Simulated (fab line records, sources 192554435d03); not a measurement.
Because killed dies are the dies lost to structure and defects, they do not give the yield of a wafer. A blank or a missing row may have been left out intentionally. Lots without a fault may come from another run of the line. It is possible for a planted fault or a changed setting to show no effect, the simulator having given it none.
Comparing a struck lot with a sound one	flow n5-finfet	25 out of 1938 route steps
Sound: the wafers L496.2, L496.4, L496.6. Struck: wafers L507.2, L507.3 (left out: L507.5, a lot-mate that was not struck); the cause follows at the end.
At each step with rows: each side's tool, then ch and its chambers, then its first start. Under that, the readings that differ: sound wafers	struck wafers	difference of the means	sigmas: that difference in standard deviations of wafers without a fault.
alike: words and numbers the same on both sides, and readings whose means are apart by under 2 such deviations; not compared: readings that were withheld, readings missing a value for some wafer, numbers with overlapping values and no deviation given by the record, and bounds like >300 which may hide the same value.
The two part at a step that has a row with sigmas, a row that says differs or no value, or rows on one side only. Numbers that don't overlap but have no deviation are shown without sigmas and don't part them. A reading missing from all wafers of one side parts the sides only when that side holds two or more wafers.

first, 11 steps without rows for these wafers: N5_BEOL_M15_VIA_ETCH_16 (etches SiO2 in C4F8/O2/Ar, target depth 1792.2 nm); N5_BEOL_M15_STRIP_63 (strips in O2); N5_BEOL_M15_STRIP_64 (strips in O2); N5_BEOL_M15_STRIP_65 (strips in post etch residue remover, time 60 s); N5_BEOL_M15_SRD_66 (time 30 s, dry time 30 s); N5_BEOL_M15_COAT_56 (time 60 s, resist thk 550 nm); N5_BEOL_M15_ETCH_57 (etches SOC in N2/H2, time 750 s); N5_BEOL_M15_COAT_60 (time 60 s, resist thk 89 nm); N5_BEOL_M15_COAT_22 (resist thk 800 nm); N5_BEOL_M15_EBR_24; N5_BEOL_M15_SOFTBAKE_23 (time 60 s).
N5_BEOL_M15_EXPOSE_25: exposes mask M15, target cd 400 nm.
  sound on krf-scanner-01 ch 0, day 12 02:51; struck on krf-scanner-01 ch 0, day 14 22:10
  alike: mask
then, 3 steps without rows for these wafers: N5_BEOL_M15_PEB_26 (peb time 90 s); N5_BEOL_M15_DEVELOP_27 (develop time 45 s); N5_BEOL_M15_HARDBAKE_32 (time 120 s).
N5_BEOL_M15_CD_MEAS_28 targets a cd of 407.6 nm.
  sound on cd-sem-02 ch 0, day 12 03:01; struck on cd-sem-01 ch 0, day 14 22:20
reading	sound	struck	difference	sigmas
cd-nm (nm)	407.5 406.9 408.6	453.0 452.6	+45.1	+28
N5_BEOL_M15_DESCUM_33: chemistry O2, time 7.9 s.
  sound on rie-diel-01 ch 0,1, day 12 03:14; struck on rie-diel-04 ch 0,2, day 14 22:41
reading	sound	struck	difference	sigmas
model.BEOL_M15.cd-nm (nm)	407 406.8 408.6	452.8 452.6	+45.2	
  alike: drypump-motor-current-A, oes-product-au, rf-vpp-V, showerhead-plenum-p-Torr, throttle-valve-pct
  not compared: rf-hours-counter-h
then, 5 steps without rows for these wafers: N5_BEOL_M15_ETCH_61 (etches BARC in N2/H2, target depth 89 nm, overetch 26.7 nm, time 67.9 s); N5_BEOL_M15_TRENCH_ETCH_34 (etches SiO2 in C4F8/O2/Ar, target depth 872.93 nm, time 199 s); N5_BEOL_M15_STRIP_36 (strips in O2); N5_BEOL_M15_STRIP_62 (strips in O2); N5_BEOL_M15_STRIP_37 (strips in O2).
N5_BEOL_M15_ETCH_38: etches SiCN in CF4/N2, target depth 106.4 nm, time 120.5 s.
  sound: rie-diel-04 ch 0,1,2; struck: rie-diel-06 ch 1,2
reading	sound	struck	difference	sigmas
model.BEOL_M15.cd-nm (nm)	399.4 399 400.8	445.8 443.8	+45.1	
  alike: drypump-motor-current-A, oes-product-au, rf-vpp-V, showerhead-plenum-p-Torr, throttle-valve-pct
  not compared: rf-hours-counter-h
then, 1 step without rows for these wafers: N5_BEOL_M15_PRECLEAN_39 (cleans in residue remover, time 60 s).
N5_PASSIVATION_PROBE_49:
  record: rows for the struck wafers here (prober-01, day 15 20:01), none for the sound ones

WHERE THEY PART
Earliest at N5_BEOL_M15_CD_MEAS_28; latest, in this record, at N5_PASSIVATION_PROBE_49.

WHY: what had been put in by the simulator
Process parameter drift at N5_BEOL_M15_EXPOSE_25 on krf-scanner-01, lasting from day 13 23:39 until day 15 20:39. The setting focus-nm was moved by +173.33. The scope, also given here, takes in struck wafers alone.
